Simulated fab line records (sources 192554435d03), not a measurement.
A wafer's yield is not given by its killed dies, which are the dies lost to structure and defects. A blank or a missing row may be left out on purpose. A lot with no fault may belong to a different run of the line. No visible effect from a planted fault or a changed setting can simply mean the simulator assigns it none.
Split-lot experiment || flow n5Finfet || 39 wafers read from 7 lots, route of 1938 steps

## THE SPLIT
At N5_FIN_CUT_CUT_ETCH_26 (etches SiNx in CH3F/O2, target depth 39 nm, time 55.7 s), the setting targetDepthA was moved away from the recipe's 390 angstrom on 12 of the 39 wafers read, by -27.1% to +59.7%. All remaining wafers had this setting at the recipe value.

## FROM THE SPLIT TO THE READING: what the file shows between them, 2 steps
- N5_FIN_CUT_CUT_ETCH_27: etches SiO2 in CHF3/O2, target depth 4 nm, overetch 2 nm, time 4.9 s
- N5_FIN_CUT_PRECLEAN_35: cleans in vHF, time 13.3 s

## THE READING
SOC_of_FIN_CUT_COAT_18.thkNm (the simulator's own value, which no gauge read), in nm, at N5_FIN_CUT_CUT_ETCH_15 (etches Si in HBr/Cl2/O2, target depth 100 nm, bt time 10 s, time 42.4 s). The file gives no usual value for it. Across the 27 wafers here that went through the recipe, the average is 170.8 nm and the standard deviation 0.95 nm.

{"wafer": "L075.1", "tool, chamber at the split": "rieDiel-02, 1", "targetDepthA as run, angstrom": 622.9, "against the recipe": "+59.7%", "SOC_of_FIN_CUT_COAT_18.thkNm, nm": 159.4, "against lot-mates on the recipe": -11.3}
{"wafer": "L075.2", "tool, chamber at the split": "rieDiel-02, 0", "targetDepthA as run, angstrom": 390, "against the recipe": "recipe", "SOC_of_FIN_CUT_COAT_18.thkNm, nm": 171.2, "against lot-mates on the recipe": "-"}
{"wafer": "L075.3", "tool, chamber at the split": "rieDiel-02, 3", "targetDepthA as run, angstrom": 390, "against the recipe": "recipe", "SOC_of_FIN_CUT_COAT_18.thkNm, nm": 170.2, "against lot-mates on the recipe": "-"}
{"wafer": "L075.4", "tool, chamber at the split": "rieDiel-02, 2", "targetDepthA as run, angstrom": 390, "against the recipe": "recipe", "SOC_of_FIN_CUT_COAT_18.thkNm, nm": 170.6, "against lot-mates on the recipe": "-"}
{"wafer": "L075.5", "tool, chamber at the split": "rieDiel-02, 1", "targetDepthA as run, angstrom": 622.9, "against the recipe": "+59.7%", "SOC_of_FIN_CUT_COAT_18.thkNm, nm": 161.6, "against lot-mates on the recipe": -9.1}
{"wafer": "L075.6", "tool, chamber at the split": "rieDiel-02, 0", "targetDepthA as run, angstrom": 622.9, "against the recipe": "+59.7%", "SOC_of_FIN_CUT_COAT_18.thkNm, nm": 160.2, "against lot-mates on the recipe": -10.5}
{"wafer": "L077.1", "tool, chamber at the split": "rieDiel-02, 3", "targetDepthA as run, angstrom": 390, "against the recipe": "recipe", "SOC_of_FIN_CUT_COAT_18.thkNm, nm": 170.8, "against lot-mates on the recipe": "-"}
{"wafer": "L077.5", "tool, chamber at the split": "rieDiel-02, 1", "targetDepthA as run, angstrom": 390, "against the recipe": "recipe", "SOC_of_FIN_CUT_COAT_18.thkNm, nm": 170.8, "against lot-mates on the recipe": "-"}
{"wafer": "L077.2", "tool, chamber at the split": "rieDiel-02, 0", "targetDepthA as run, angstrom": 390, "against the recipe": "recipe", "SOC_of_FIN_CUT_COAT_18.thkNm, nm": 171.8, "against lot-mates on the recipe": "-"}
{"wafer": "L081.1", "tool, chamber at the split": "rieDiel-03, 3", "targetDepthA as run, angstrom": 390, "against the recipe": "recipe", "SOC_of_FIN_CUT_COAT_18.thkNm, nm": 172, "against lot-mates on the recipe": "-"}
{"wafer": "L081.2", "tool, chamber at the split": "rieDiel-03, 0", "targetDepthA as run, angstrom": 317.3, "against the recipe": "-18.6%", "SOC_of_FIN_CUT_COAT_18.thkNm, nm": 174.8, "against lot-mates on the recipe": "+3.7"}
{"wafer": "L081.3", "tool, chamber at the split": "rieDiel-03, 2", "targetDepthA as run, angstrom": 317.3, "against the recipe": "-18.6%", "SOC_of_FIN_CUT_COAT_18.thkNm, nm": 174.4, "against lot-mates on the recipe": "+3.3"}
{"wafer": "L081.4", "tool, chamber at the split": "rieDiel-03, 1", "targetDepthA as run, angstrom": 317.3, "against the recipe": "-18.6%", "SOC_of_FIN_CUT_COAT_18.thkNm, nm": 173.8, "against lot-mates on the recipe": "+2.7"}
{"wafer": "L081.5", "tool, chamber at the split": "rieDiel-03, 1", "targetDepthA as run, angstrom": 390, "against the recipe": "recipe", "SOC_of_FIN_CUT_COAT_18.thkNm, nm": 170, "against lot-mates on the recipe": "-"}
{"wafer": "L081.6", "tool, chamber at the split": "rieDiel-03, 2", "targetDepthA as run, angstrom": 390, "against the recipe": "recipe", "SOC_of_FIN_CUT_COAT_18.thkNm, nm": 171.2, "against lot-mates on the recipe": "-"}
{"wafer": "L082.1", "tool, chamber at the split": "rieDiel-04, 0", "targetDepthA as run, angstrom": 390, "against the recipe": "recipe", "SOC_of_FIN_CUT_COAT_18.thkNm, nm": 171.6, "against lot-mates on the recipe": "-"}
{"wafer": "L082.3", "tool, chamber at the split": "rieDiel-04, 1", "targetDepthA as run, angstrom": 390, "against the recipe": "recipe", "SOC_of_FIN_CUT_COAT_18.thkNm, nm": 171.6, "against lot-mates on the recipe": "-"}
{"wafer": "L082.2", "tool, chamber at the split": "rieDiel-04, 2", "targetDepthA as run, angstrom": 390, "against the recipe": "recipe", "SOC_of_FIN_CUT_COAT_18.thkNm, nm": 171.8, "against lot-mates on the recipe": "-"}
{"wafer": "L082.4", "tool, chamber at the split": "rieDiel-04, 3", "targetDepthA as run, angstrom": 390, "against the recipe": "recipe", "SOC_of_FIN_CUT_COAT_18.thkNm, nm": 171.2, "against lot-mates on the recipe": "-"}
{"wafer": "L082.5", "tool, chamber at the split": "rieDiel-04, 0", "targetDepthA as run, angstrom": 390, "against the recipe": "recipe", "SOC_of_FIN_CUT_COAT_18.thkNm, nm": 171, "against lot-mates on the recipe": "-"}
{"wafer": "L082.6", "tool, chamber at the split": "rieDiel-04, 3", "targetDepthA as run, angstrom": 390, "against the recipe": "recipe", "SOC_of_FIN_CUT_COAT_18.thkNm, nm": 170.8, "against lot-mates on the recipe": "-"}
{"wafer": "L085.1", "tool, chamber at the split": "rieDiel-03, 2", "targetDepthA as run, angstrom": 390, "against the recipe": "recipe", "SOC_of_FIN_CUT_COAT_18.thkNm, nm": 170.8, "against lot-mates on the recipe": "-"}
{"wafer": "L085.2", "tool, chamber at the split": "rieDiel-03, 0", "targetDepthA as run, angstrom": 477.7, "against the recipe": "+22.5%", "SOC_of_FIN_CUT_COAT_18.thkNm, nm": 166.2, "against lot-mates on the recipe": -5.5}
{"wafer": "L085.3", "tool, chamber at the split": "rieDiel-03, 3", "targetDepthA as run, angstrom": 477.7, "against the recipe": "+22.5%", "SOC_of_FIN_CUT_COAT_18.thkNm, nm": 167.6, "against lot-mates on the recipe": -4.1}
{"wafer": "L085.4", "tool, chamber at the split": "rieDiel-03, 1", "targetDepthA as run, angstrom": 390, "against the recipe": "recipe", "SOC_of_FIN_CUT_COAT_18.thkNm, nm": 171.8, "against lot-mates on the recipe": "-"}
{"wafer": "L085.5", "tool, chamber at the split": "rieDiel-03, 2", "targetDepthA as run, angstrom": 390, "against the recipe": "recipe", "SOC_of_FIN_CUT_COAT_18.thkNm, nm": 172.6, "against lot-mates on the recipe": "-"}
{"wafer": "L085.6", "tool, chamber at the split": "rieDiel-03, 1", "targetDepthA as run, angstrom": 477.7, "against the recipe": "+22.5%", "SOC_of_FIN_CUT_COAT_18.thkNm, nm": 168.4, "against lot-mates on the recipe": -3.3}
{"wafer": "L087.1", "tool, chamber at the split": "rieDiel-03, 2", "targetDepthA as run, angstrom": 390, "against the recipe": "recipe", "SOC_of_FIN_CUT_COAT_18.thkNm, nm": 171, "against lot-mates on the recipe": "-"}
{"wafer": "L087.4", "tool, chamber at the split": "rieDiel-03, 3", "targetDepthA as run, angstrom": 390, "against the recipe": "recipe", "SOC_of_FIN_CUT_COAT_18.thkNm, nm": 171, "against lot-mates on the recipe": "-"}
{"wafer": "L087.2", "tool, chamber at the split": "rieDiel-03, 1", "targetDepthA as run, angstrom": 390, "against the recipe": "recipe", "SOC_of_FIN_CUT_COAT_18.thkNm, nm": 168.8, "against lot-mates on the recipe": "-"}
{"wafer": "L087.3", "tool, chamber at the split": "rieDiel-03, 0", "targetDepthA as run, angstrom": 390, "against the recipe": "recipe", "SOC_of_FIN_CUT_COAT_18.thkNm, nm": 169.4, "against lot-mates on the recipe": "-"}
{"wafer": "L087.5", "tool, chamber at the split": "rieDiel-03, 0", "targetDepthA as run, angstrom": 390, "against the recipe": "recipe", "SOC_of_FIN_CUT_COAT_18.thkNm, nm": 169.6, "against lot-mates on the recipe": "-"}
{"wafer": "L087.6", "tool, chamber at the split": "rieDiel-03, 1", "targetDepthA as run, angstrom": 390, "against the recipe": "recipe", "SOC_of_FIN_CUT_COAT_18.thkNm, nm": 170.8, "against lot-mates on the recipe": "-"}
{"wafer": "L093.1", "tool, chamber at the split": "rieDiel-03, 0", "targetDepthA as run, angstrom": 284.4, "against the recipe": "-27.1%", "SOC_of_FIN_CUT_COAT_18.thkNm, nm": 175.2, "against lot-mates on the recipe": "+5.6"}
{"wafer": "L093.2", "tool, chamber at the split": "rieDiel-03, 3", "targetDepthA as run, angstrom": 284.4, "against the recipe": "-27.1%", "SOC_of_FIN_CUT_COAT_18.thkNm, nm": 174.6, "against lot-mates on the recipe": "+5.0"}
{"wafer": "L093.3", "tool, chamber at the split": "rieDiel-03, 2", "targetDepthA as run, angstrom": 284.4, "against the recipe": "-27.1%", "SOC_of_FIN_CUT_COAT_18.thkNm, nm": 174.8, "against lot-mates on the recipe": "+5.2"}
{"wafer": "L093.4", "tool, chamber at the split": "rieDiel-03, 1", "targetDepthA as run, angstrom": 390, "against the recipe": "recipe", "SOC_of_FIN_CUT_COAT_18.thkNm, nm": 169.2, "against lot-mates on the recipe": "-"}
{"wafer": "L093.5", "tool, chamber at the split": "rieDiel-03, 3", "targetDepthA as run, angstrom": 390, "against the recipe": "recipe", "SOC_of_FIN_CUT_COAT_18.thkNm, nm": 170.8, "against lot-mates on the recipe": "-"}
{"wafer": "L093.6", "tool, chamber at the split": "rieDiel-03, 0", "targetDepthA as run, angstrom": 390, "against the recipe": "recipe", "SOC_of_FIN_CUT_COAT_18.thkNm, nm": 168.8, "against lot-mates on the recipe": "-"}

FIT RESULTS
A straight line over all 39 wafers: SOC_of_FIN_CUT_COAT_18.thkNm changes by -0.169 nm for each +1% of targetDepthA; r = -0.96; the points scatter about the line by 0.93 nm.
The same after taking each lot's own level away (the mean of its wafers on the recipe; 39 wafers): -0.178 nm for each +1%; r = -0.98; scatter 0.72 nm.
The reading moves by 11 nm for the largest change in targetDepthA, on that fit.
From 169.60 to 171.73 nm: that is the span of the lots' own levels, equal to 2.2 times the standard deviation above.
The two slopes agree, so the slope changes little with the lot-to-lot level.
Check: for one of the wafers moved furthest among these (+59.7%), held out of the fit, the line's prediction against its lot-mates is -10.4 nm. Against them it came out at -11.3 nm.

## THE OTHER SPLITS THESE WAFERS WENT THROUGH
These wafers also went through other splits before the reading. Each is held against what the fit with the lots' levels taken away leaves over:
{"other split on the same wafers": "N5_ZERO_LAYER_DEVELOP_10 developTimeS", "wafers away from the commonest value": 12, "r with SOC_of_FIN_CUT_COAT_18.thkNm (lot level and that fit taken away)": -0.08}

## THE WHOLE CHAIN: every reading that the file lists as answering this split, in the file's order
{"step": "N5_FIN_CUT_CUT_ETCH_26", "what it does": "etches SiNx in CH3F/O2, target depth 39 nm, time 55.7 s", "reading": "etch.depthNm (the simulator's own value, which no gauge read)", "change (the file's fit)": "+0.368 nm for each +1% of the setting", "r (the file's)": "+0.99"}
{"step": "N5_FIN_CUT_CUT_ETCH_26", "what it does": "etches SiNx in CH3F/O2, target depth 39 nm, time 55.7 s", "reading": "SOC_of_FIN_CUT_COAT_18.thkNm (the simulator's own value, which no gauge read)", "change (the file's fit)": "-0.175 nm for each +1% of the setting", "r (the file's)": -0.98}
{"step": "N5_FIN_CUT_CUT_ETCH_15", "what it does": "etches Si in HBr/Cl2/O2, target depth 100 nm, bt time 10 s, time 42.4 s", "reading": "SOC_of_FIN_CUT_COAT_18.thkNm (the simulator's own value, which no gauge read)", "change (the file's fit)": "-0.177 nm for each +1% of the setting", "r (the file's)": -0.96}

## THE FILE'S OWN FIT
SOC_of_FIN_CUT_COAT_18.thkNm changes by -0.177 nm for each +1% of targetDepthA, r = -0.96.
